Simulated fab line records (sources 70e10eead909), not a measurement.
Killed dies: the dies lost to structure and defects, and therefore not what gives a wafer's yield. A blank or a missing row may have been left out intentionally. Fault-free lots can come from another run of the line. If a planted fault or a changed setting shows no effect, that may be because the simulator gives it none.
Which tool was responsible? | flow nandHarc | Sampling: 12 lots, 36 wafers, 5 of 1302 route steps

WHAT THE GAUGES SHOWED, per wafer
NHARC_A_DECK1_JOINT_THK_MEAS_17: measures by ellipsometry. Usual: 45.0 nm for thkNm, sd 1.2.
lot  | measured     | on           | thkNm (nm)     | flag
L656 | day 12 22:07 | filmMetro-02 | 43.2 45.4 45.9 | 
L655 | day 12 22:06 | filmMetro-01 | 43.8 44.9 44.3 | 
L657 | day 13 14:17 | filmMetro-02 | 45.4 44.8 45.3 | 
L659 | day 14 02:35 | filmMetro-02 | 45.9 44.9 50.3 | 
L661 | day 14 18:24 | filmMetro-02 | 44.6 45.1 45.0 | 
L667 | day 17 21:07 | filmMetro-01 | 65.8 41.7 44.8 | OFF
L668 | day 18 08:08 | filmMetro-02 | 64.7 44.2 44.7 | OFF
L673 | day 19 12:14 | filmMetro-02 | 43.7 45.0 45.3 | 
L674 | day 19 22:11 | filmMetro-02 | 43.8 46.2 43.6 | 
L675 | day 20 22:12 | filmMetro-01 | 45.1 45.7 44.4 | 
L677 | day 21 06:14 | filmMetro-01 | 45.7 44.3 46.9 | 
L678 | day 21 22:08 | filmMetro-02 | 44.2 45.8 45.5 | 

NHARC_A_ONON_D2_THK_MEAS_08: measures by ellipsometry. Usual: 1000 nm for thkNm, sd 12.
lot  | measured     | on           | thkNm (nm)     | flag
L656 | day 12 23:52 | filmMetro-02 | 1007 1007 1006 | 
L655 | day 12 23:51 | filmMetro-01 | 1009 1006 1007 | 
L657 | day 13 16:01 | filmMetro-02 | 1008 1007 1007 | 
L659 | day 14 04:28 | filmMetro-02 | 978 979 978    | 
L661 | day 14 20:09 | filmMetro-01 | 996 996 997    | 
L667 | day 17 22:52 | filmMetro-02 | 1001 1002 1000 | 
L668 | day 18 09:53 | filmMetro-02 | 992 994 994    | 
L673 | day 19 13:59 | filmMetro-01 | 1004 1002 1001 | 
L674 | day 19 23:59 | filmMetro-01 | 1021 1022 1021 | 
L675 | day 20 23:56 | filmMetro-02 | 1006 1006 1009 | 
L677 | day 21 07:58 | filmMetro-02 | 1006 1007 1008 | 
L678 | day 21 23:53 | filmMetro-01 | 976 976 975    | 

WHAT TOOL EACH LOT RAN ON (gives the tool, then ch and the chambers of the sampled wafers, and finally the start)
lot  | NHARC_A_CHANNEL_HOLE_D1_DESCUM_15 | NHARC_A_CHANNEL_HOLE_D1_ETCH_23 | NHARC_A_DECK1_JOINT_DEP_16
L656 | rieDiel-07 ch 1,3, day 9 05:46    | harEtch-01 ch 0,1, day 9 08:42  | pecvd-04 ch 0,1,2, day 12 21:53
L655 | rieDiel-06 ch 2,3, day 9 07:20    | harEtch-02 ch 0,1, day 9 10:11  | pecvd-03 ch 0,2, day 12 21:51
L657 | rieDiel-09 ch 1,3, day 9 21:03    | harEtch-01 ch 0,1, day 9 23:52  | pecvd-01 ch 0,2, day 13 14:00
L659 | rieDiel-06 ch 1,2,3, day 10 04:35 | harEtch-01 ch 0,1, day 10 08:19 | pecvd-04 ch 0,1,2, day 14 02:19
L661 | rieDiel-07 ch 1,2,3, day 10 21:41 | harEtch-02 ch 0,1, day 11 00:19 | pecvd-03 ch 0,1,2, day 14 18:08
L667 | rieDiel-09 ch 0,1,2, day 13 08:15 | harEtch-01 ch 0,1, day 13 10:53 | pecvd-03 ch 0,1,2, day 17 20:53
L668 | rieDiel-06 ch 1,2,3, day 14 16:40 | harEtch-02 ch 0,1, day 14 19:33 | pecvd-03 ch 0,2, day 18 07:53
L673 | rieDiel-07 ch 0,1,3, day 15 20:46 | harEtch-02 ch 0,1, day 15 23:22 | pecvd-04 ch 0,2, day 19 11:57
L674 | rieDiel-09 ch 0,1,3, day 16 03:26 | harEtch-02 ch 0,1, day 16 06:10 | pecvd-01 ch 0,1,2, day 19 21:56
L675 | rieDiel-07 ch 2,3, day 17 03:31   | harEtch-01 ch 0, day 17 06:08   | pecvd-01 ch 0,1, day 20 21:55
L677 | rieDiel-07 ch 1,2,3, day 17 12:38 | harEtch-02 ch 0,1, day 17 15:15 | pecvd-01 ch 0,2, day 21 05:56
L678 | rieDiel-07 ch 0,2,3, day 18 03:23 | harEtch-01 ch 0,1, day 18 06:07 | pecvd-04 ch 0,2, day 21 21:55
- NHARC_A_CHANNEL_HOLE_D1_DESCUM_15: chemistry O2, time 3 s.
- NHARC_A_CHANNEL_HOLE_D1_ETCH_23: etches the open film in C4F8/O2/Ar, time 819 s, target depth 1600 nm.
- NHARC_A_DECK1_JOINT_DEP_16: deposits SiO2, target thk 45 nm.

AS READ BY THE TOOLS THEMSELVES (means over the sampled wafers that have a number; for cases with no such wafer, the mark the record gives instead)
NHARC_A_CHANNEL_HOLE_D1_DESCUM_15. Usual: drypumpMotorCurrentA 5.7 A, standard deviation 0.46; oesProductAu 1.002 a.u., standard deviation 0.013; rfVppV 57.9 V, standard deviation 0.94; showerheadPlenumPTorr 1.92 Torr, standard deviation 0.1; throttleValvePct 11.310 %, standard deviation 0.0096.
lot  | tool       | drypumpMotorCurrentA (A) | oesProductAu (a.u.) | rfVppV (V) | showerheadPlenumPTorr (Torr) | throttleValvePct (%) | flag
L656 | rieDiel-07 | 6.2                      | 0.989               | 57.1       | 1.95                         | 11.317               | 
L655 | rieDiel-06 | 5.5                      | 1.014               | 58.2       | 1.77                         | 11.307               | 
L657 | rieDiel-09 | 5.3                      | 1.013               | 56.6       | 1.87                         | 11.302               | 
L659 | rieDiel-06 | 5.3                      | 1.010               | 56.9       | 1.81                         | 11.308               | 
L661 | rieDiel-07 | 6.1                      | 1.003               | 57.6       | 1.89                         | 11.300               | 
L667 | rieDiel-09 | 5.6                      | 1.005               | 57.9       | 1.92                         | 11.315               | 
L668 | rieDiel-06 | 5.3                      | 0.997               | 58.1       | 2.00                         | 11.313               | 
L673 | rieDiel-07 | 6.2                      | 1.003               | 58.3       | 1.97                         | 11.309               | 
L674 | rieDiel-09 | 5.4                      | 1.012               | 57.8       | 1.94                         | 11.311               | 
L675 | rieDiel-07 | 6.0                      | 0.997               | 58.2       | 1.89                         | 11.314               | 
L677 | rieDiel-07 | 6.1                      | 0.999               | 57.3       | 1.88                         | 11.310               | 
L678 | rieDiel-07 | 6.0                      | 1.002               | 57.5       | 1.92                         | 11.308               | 

NHARC_A_CHANNEL_HOLE_D1_ETCH_23. Usual: drypumpMotorCurrentA 5.3 A, standard deviation 0.47; showerheadPlenumPTorr 3.62 Torr, standard deviation 0.099; throttleValvePct 32.154 %, standard deviation 0.0089.
lot  | tool       | drypumpMotorCurrentA (A) | showerheadPlenumPTorr (Torr) | throttleValvePct (%) | flag
L656 | harEtch-01 | 5.3                      | 3.57                         | 32.159               | 
L655 | harEtch-02 | 5.2                      | 3.67                         | 32.150               | 
L657 | harEtch-01 | 5.3                      | 3.56                         | 32.156               | 
L659 | harEtch-01 | 5.3                      | 3.56                         | 32.155               | 
L661 | harEtch-02 | 5.6                      | 3.71                         | 32.152               | 
L667 | harEtch-01 | 5.3                      | 3.53                         | 32.160               | 
L668 | harEtch-02 | 5.3                      | 3.64                         | 32.152               | 
L673 | harEtch-02 | 5.6                      | 3.67                         | 32.165               | 
L674 | harEtch-02 | 5.5                      | 3.67                         | 32.150               | 
L675 | harEtch-01 | 5.6                      | 3.46                         | 32.152               | 
L677 | harEtch-02 | 5.2                      | 3.85                         | 32.155               | 
L678 | harEtch-01 | 5.1                      | 3.55                         | 32.156               | 

NHARC_A_DECK1_JOINT_DEP_16. Usual: heaterPowerW 586 W, standard deviation 57; mfcPrecursorSccm 161.4 sccm, standard deviation 0.51; throttleValvePct 15.9 %, standard deviation 0.46.
lot  | tool     | heaterPowerW (W) | mfcPrecursorSccm (sccm) | throttleValvePct (%) | flag
L656 | pecvd-04 | 581              | 161.6                   | 15.4                 | 
L655 | pecvd-03 | 598              | 161.3                   | 16.1                 | 
L657 | pecvd-01 | 587              | 161.5                   | 16.2                 | 
L659 | pecvd-04 | 566              | 161.4                   | 15.6                 | 
L661 | pecvd-03 | 596              | 161.1                   | 16.5                 | 
L667 | pecvd-03 | 590              | 186.0                   | 16.1                 | OFF
L668 | pecvd-03 | 570              | 185.6                   | 16.1                 | OFF
L673 | pecvd-04 | 616              | 162.1                   | 15.5                 | 
L674 | pecvd-01 | 580              | 161.7                   | 15.9                 | 
L675 | pecvd-01 | 577              | 161.4                   | 16.0                 | 
L677 | pecvd-01 | 647              | 161.4                   | 16.3                 | 
L678 | pecvd-04 | 477              | 161.1                   | 15.6                 | 

THE ANSWER, worked out from the rows above alone
Rule: take the mean of a lot's wafers that have a number; if it is more than 3 standard deviations from the usual mean, the lot is off. Also off: a lot with no number at a reading for which 4 or more lots have one. Where the step has rows for the other lots, those lots are counted as sound. The gauges are gone through in route order, then the tools' own readings, and for those a lot's mean is taken as printed above. At the first step where some lot is off, the reading lying furthest off is the one used; lots without a number count as furthest.
Off: L667, L668 (NHARC_A_DECK1_JOINT_THK_MEAS_17, thkNm).
A tool fits if, at a process step before that reading, it ran every lot that is off, and no sound lot after the first of them. Not tried: the gauges at NHARC_A_DECK1_JOINT_THK_MEAS_17; whatever is off there is also off at NHARC_A_DECK1_JOINT_DEP_16, on other tools, and gauge error can't account for it. One candidate fits, namely pecvd-03 at NHARC_A_DECK1_JOINT_DEP_16. A fault onset in the window from L661 (day 14 18:08, its last sound lot) to L667 (day 17 20:53, its first lot off) fits.
On the lots that are off, the tool's own readings at NHARC_A_DECK1_JOINT_DEP_16 differ by more than 5 times the standard deviation of the sound lots' means, which bears it out; mfcPrecursorSccm reads 185.8 sccm there versus 161.5 sccm on the sound lots.

WHAT THE SIMULATOR PUT IN
pecvd-03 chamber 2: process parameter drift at NHARC_A_DECK1_JOINT_DEP_16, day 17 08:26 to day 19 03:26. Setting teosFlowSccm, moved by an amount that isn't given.
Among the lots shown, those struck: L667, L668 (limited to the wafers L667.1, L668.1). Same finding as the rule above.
